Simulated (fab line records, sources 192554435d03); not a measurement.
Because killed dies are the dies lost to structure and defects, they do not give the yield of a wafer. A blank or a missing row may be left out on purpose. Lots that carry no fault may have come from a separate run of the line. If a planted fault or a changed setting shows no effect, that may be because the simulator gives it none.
Split-lot trial :: flow n5Finfet :: 21 wafers read from 7 lots, route of 1938 steps

== THE SPLIT ITSELF ==
At N5_PASSIVATION_SPUTTER_20 (material TaN, target thk 50 nm), the setting targetThkA was moved away from the recipe's 500 angstrom on 7 of the 21 wafers read, by -11.1% to +10.4%. For the rest of the wafers, this setting stayed at what the recipe calls for.

The split's own step is where the reading is taken.

== THE READING ==
TaN_of_PASSIVATION_SPUTTER_20.thkNm (the simulator's own value, which no gauge read), in nm, at N5_PASSIVATION_SPUTTER_20 (material TaN, target thk 50 nm). No usual value for it is given in the file. Across the 14 wafers here that went through the recipe, the average is 50.1 nm and the standard deviation 0.4 nm.

wafer: L076.1
tool, chamber at the split: pvdSputter-03, -
targetThkA as run, angstrom: 475.7
against the recipe: -4.9%
TaN_of_PASSIVATION_SPUTTER_20.thkNm, nm: 47.6
against lot-mates on the recipe: -2.9

wafer: L076.3
tool, chamber at the split: pvdSputter-03, -
targetThkA as run, angstrom: 500
against the recipe: recipe
TaN_of_PASSIVATION_SPUTTER_20.thkNm, nm: 50.6
against lot-mates on the recipe: -

wafer: L076.6
tool, chamber at the split: pvdSputter-03, -
targetThkA as run, angstrom: 500
against the recipe: recipe
TaN_of_PASSIVATION_SPUTTER_20.thkNm, nm: 50.4
against lot-mates on the recipe: -

wafer: L075.1
tool, chamber at the split: pvdSputter-02, -
targetThkA as run, angstrom: 500
against the recipe: recipe
TaN_of_PASSIVATION_SPUTTER_20.thkNm, nm: 50.6
against lot-mates on the recipe: -

wafer: L075.5
tool, chamber at the split: pvdSputter-02, -
targetThkA as run, angstrom: 500
against the recipe: recipe
TaN_of_PASSIVATION_SPUTTER_20.thkNm, nm: 50.4
against lot-mates on the recipe: -

wafer: L075.6
tool, chamber at the split: pvdSputter-02, -
targetThkA as run, angstrom: 500
against the recipe: recipe
TaN_of_PASSIVATION_SPUTTER_20.thkNm, nm: 50.2
against lot-mates on the recipe: -

wafer: L078.4
tool, chamber at the split: pvdSputter-01, -
targetThkA as run, angstrom: 552.1
against the recipe: +10.4%
TaN_of_PASSIVATION_SPUTTER_20.thkNm, nm: 55.2
against lot-mates on the recipe: +5.7

wafer: L078.5
tool, chamber at the split: pvdSputter-01, -
targetThkA as run, angstrom: 500
against the recipe: recipe
TaN_of_PASSIVATION_SPUTTER_20.thkNm, nm: 49.4
against lot-mates on the recipe: -

wafer: L078.6
tool, chamber at the split: pvdSputter-01, -
targetThkA as run, angstrom: 500
against the recipe: recipe
TaN_of_PASSIVATION_SPUTTER_20.thkNm, nm: 49.6
against lot-mates on the recipe: -

wafer: L081.2
tool, chamber at the split: pvdSputter-02, -
targetThkA as run, angstrom: 500
against the recipe: recipe
TaN_of_PASSIVATION_SPUTTER_20.thkNm, nm: 50.2
against lot-mates on the recipe: -

wafer: L081.4
tool, chamber at the split: pvdSputter-02, -
targetThkA as run, angstrom: 500
against the recipe: recipe
TaN_of_PASSIVATION_SPUTTER_20.thkNm, nm: 49.6
against lot-mates on the recipe: -

wafer: L081.5
tool, chamber at the split: pvdSputter-02, -
targetThkA as run, angstrom: 500
against the recipe: recipe
TaN_of_PASSIVATION_SPUTTER_20.thkNm, nm: 50
against lot-mates on the recipe: -

wafer: L085.1
tool, chamber at the split: pvdSputter-03, -
targetThkA as run, angstrom: 500
against the recipe: recipe
TaN_of_PASSIVATION_SPUTTER_20.thkNm, nm: 49.4
against lot-mates on the recipe: -

wafer: L085.3
tool, chamber at the split: pvdSputter-03, -
targetThkA as run, angstrom: 500
against the recipe: recipe
TaN_of_PASSIVATION_SPUTTER_20.thkNm, nm: 50
against lot-mates on the recipe: -

wafer: L085.5
tool, chamber at the split: pvdSputter-03, -
targetThkA as run, angstrom: 444.3
against the recipe: -11.1%
TaN_of_PASSIVATION_SPUTTER_20.thkNm, nm: 44.8
against lot-mates on the recipe: -4.9

wafer: L090.1
tool, chamber at the split: pvdSputter-01, -
targetThkA as run, angstrom: 480.4
against the recipe: -3.9%
TaN_of_PASSIVATION_SPUTTER_20.thkNm, nm: 48.4
against lot-mates on the recipe: -1.8

wafer: L090.4
tool, chamber at the split: pvdSputter-01, -
targetThkA as run, angstrom: 500
against the recipe: recipe
TaN_of_PASSIVATION_SPUTTER_20.thkNm, nm: 50.2
against lot-mates on the recipe: -

wafer: L090.5
tool, chamber at the split: pvdSputter-01, -
targetThkA as run, angstrom: 480.4
against the recipe: -3.9%
TaN_of_PASSIVATION_SPUTTER_20.thkNm, nm: 49
against lot-mates on the recipe: -1.2

wafer: L095.1
tool, chamber at the split: pvdSputter-03, -
targetThkA as run, angstrom: 481.9
against the recipe: -3.6%
TaN_of_PASSIVATION_SPUTTER_20.thkNm, nm: 47.8
against lot-mates on the recipe: -2.4

wafer: L095.2
tool, chamber at the split: pvdSputter-03, -
targetThkA as run, angstrom: 500
against the recipe: recipe
TaN_of_PASSIVATION_SPUTTER_20.thkNm, nm: 50.2
against lot-mates on the recipe: -

wafer: L095.3
tool, chamber at the split: pvdSputter-03, -
targetThkA as run, angstrom: 481.9
against the recipe: -3.6%
TaN_of_PASSIVATION_SPUTTER_20.thkNm, nm: 48.6
against lot-mates on the recipe: -1.6

FIT RESULTS
A straight line over all 21 wafers: TaN_of_PASSIVATION_SPUTTER_20.thkNm changes by +0.476 nm for each +1% of targetThkA; r = +0.98; the points scatter about the line by 0.41 nm.
The same after taking each lot's own level away (the mean of its wafers on the recipe; 21 wafers): +0.496 nm for each +1%; r = +0.98; scatter 0.35 nm.
According to that fit, moving targetThkA by its largest amount changes the reading by 5.5 nm.
The lots' own levels span 49.50 to 50.50 nm, that is 2.5 times the standard deviation above.
Hence the lot-to-lot level has little effect on the slope; both slopes agree.
Check: for one of the wafers moved furthest among these (-11.1%), held out of the fit, the line's prediction against its lot-mates is -5.86 nm. Against them it came out at -4.9 nm.

== OTHER SPLITS ON THESE WAFERS ==
Before the reading, these wafers also passed through other splits. Each is held against what the fit with the lots' levels taken away leaves over:
other split on the same wafers: N5_BEOL_M13_COAT_04 spinRpm
wafers away from the commonest value: 5
r with TaN_of_PASSIVATION_SPUTTER_20.thkNm (lot level and that fit taken away): -0.14

other split on the same wafers: N5_BEOL_M14_EXPOSE_07 doseMj
wafers away from the commonest value: 5
r with TaN_of_PASSIVATION_SPUTTER_20.thkNm (lot level and that fit taken away): -0.06

other split on the same wafers: N5_BEOL_M14_ETCH_59 h2FlowSccm
wafers away from the commonest value: 6
r with TaN_of_PASSIVATION_SPUTTER_20.thkNm (lot level and that fit taken away): -0.01

other split on the same wafers: N5_BEOL_M15_DEP_53 timeS
wafers away from the commonest value: 8
r with TaN_of_PASSIVATION_SPUTTER_20.thkNm (lot level and that fit taken away): -0.07

== THE FILE'S OWN FIT ==
TaN_of_PASSIVATION_SPUTTER_20.thkNm changes by +0.496 nm for each +1% of targetThkA, r = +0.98.
